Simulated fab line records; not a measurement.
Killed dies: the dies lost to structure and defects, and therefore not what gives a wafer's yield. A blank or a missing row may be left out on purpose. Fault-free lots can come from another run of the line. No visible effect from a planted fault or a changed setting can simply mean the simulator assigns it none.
Matching of chambers :: flow nandHarc :: rieDiel-08 running NHARC_A_M1_ETCH_35: 4 sister chambers
The step etches the open film in N2/H2, target depth 40 nm, overetch 12 nm, time 43.94 s. 14 wafers are shown with their chamber, then 7 later ones without.

## WAFERS WITH THEIR CHAMBER
wafer: L074.3
chamber: 3
drypumpMotorCurrentA (A): 6.3
oesProductAu (a.u.): 1.012
rfVppV (V): 433.5

wafer: L074.4
chamber: 0
drypumpMotorCurrentA (A): 6.1
oesProductAu (a.u.): 0.981
rfVppV (V): 432.5

wafer: L074.5
chamber: 2
drypumpMotorCurrentA (A): 6.3
oesProductAu (a.u.): 0.979
rfVppV (V): 433.0

wafer: L077.1
chamber: 2
drypumpMotorCurrentA (A): 6.3
oesProductAu (a.u.): 0.976
rfVppV (V): 430.4

wafer: L077.2
chamber: 3
drypumpMotorCurrentA (A): 6.3
oesProductAu (a.u.): 1.010
rfVppV (V): 433.4

wafer: L077.6
chamber: 3
drypumpMotorCurrentA (A): 6.3
oesProductAu (a.u.): 1.010
rfVppV (V): 433.2

wafer: L076.2
chamber: 3
drypumpMotorCurrentA (A): 6.3
oesProductAu (a.u.): 1.007
rfVppV (V): 435.6

wafer: L076.4
chamber: 0
drypumpMotorCurrentA (A): 6.1
oesProductAu (a.u.): 0.996
rfVppV (V): 432.1

wafer: L076.6
chamber: 2
drypumpMotorCurrentA (A): 6.4
oesProductAu (a.u.): 0.978
rfVppV (V): 430.0

wafer: L078.3
chamber: 0
drypumpMotorCurrentA (A): 6.1
oesProductAu (a.u.): 0.985
rfVppV (V): 432.7

wafer: L078.4
chamber: 1
drypumpMotorCurrentA (A): 6.3
oesProductAu (a.u.): 0.991
rfVppV (V): 435.5

wafer: L078.6
chamber: 2
drypumpMotorCurrentA (A): 6.3
oesProductAu (a.u.): 0.981
rfVppV (V): 431.4

wafer: L084.1
chamber: 3
drypumpMotorCurrentA (A): 6.3
oesProductAu (a.u.): 1.012
rfVppV (V): 433.6

wafer: L084.4
chamber: 1
drypumpMotorCurrentA (A): 6.3
oesProductAu (a.u.): 0.992
rfVppV (V): 435.4

SIGNATURES, as means of the wafers listed above
reading: drypumpMotorCurrentA
chamber 0: 6.100
chamber 1: 6.300
chamber 2: 6.325
chamber 3: 6.300
scatter within a chamber: 0.0274

reading: oesProductAu
chamber 0: 0.98733
chamber 1: 0.99150
chamber 2: 0.97850
chamber 3: 1.01020
scatter within a chamber: 0.00389

reading: rfVppV
chamber 0: 432.433
chamber 1: 435.450
chamber 2: 431.200
chamber 3: 433.860
scatter within a chamber: 0.971
Rule: for a wafer and a chamber, the distance is found by dividing, reading by reading, the gap between the wafer's reading and the chamber's mean by the reading's scatter, squaring, summing and taking the root. The wafer belongs to the nearest chamber; if the next one is less than 2 further off, it can't be placed. The scatter is the square root of a quotient: the sum, over the shown wafers, of each reading's squared deviation from its chamber's mean, divided by wafers minus chambers.

## WAFERS WITH NO CHAMBER GIVEN
wafer: L084.5
drypumpMotorCurrentA (A): 6.3
oesProductAu (a.u.): 0.997
rfVppV (V): 433.6

wafer: L088.2
drypumpMotorCurrentA (A): 6.1
oesProductAu (a.u.): 0.994
rfVppV (V): 433.2

wafer: L088.4
drypumpMotorCurrentA (A): 6.3
oesProductAu (a.u.): 1.005
rfVppV (V): 433.4

wafer: L088.5
drypumpMotorCurrentA (A): 6.1
oesProductAu (a.u.): 0.992
rfVppV (V): 432.9

wafer: L094.2
drypumpMotorCurrentA (A): 6.1
oesProductAu (a.u.): 1.012
rfVppV (V): 430.9

wafer: L094.3
drypumpMotorCurrentA (A): 6.3
oesProductAu (a.u.): 0.993
rfVppV (V): 434.3

wafer: L094.4
drypumpMotorCurrentA (A): 6.3
oesProductAu (a.u.): 1.003
rfVppV (V): 435.2

## WHICH CHAMBER EACH WENT THROUGH
wafer: L084.5
from the rows above: can't be placed: 1 or 3
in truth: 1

wafer: L088.2
from the rows above: 0
in truth: 0

wafer: L088.4
from the rows above: 3
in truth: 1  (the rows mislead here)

wafer: L088.5
from the rows above: 0
in truth: 0

wafer: L094.2
from the rows above: can't be placed: 0 or 3
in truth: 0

wafer: L094.3
from the rows above: 1
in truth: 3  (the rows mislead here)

wafer: L094.4
from the rows above: can't be placed: 3 or 1
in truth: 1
Correctly placed: 2 of 7. From these rows, 3 cannot be placed; in 3 the true chamber is one of the candidates. Number placed wrongly: 2.
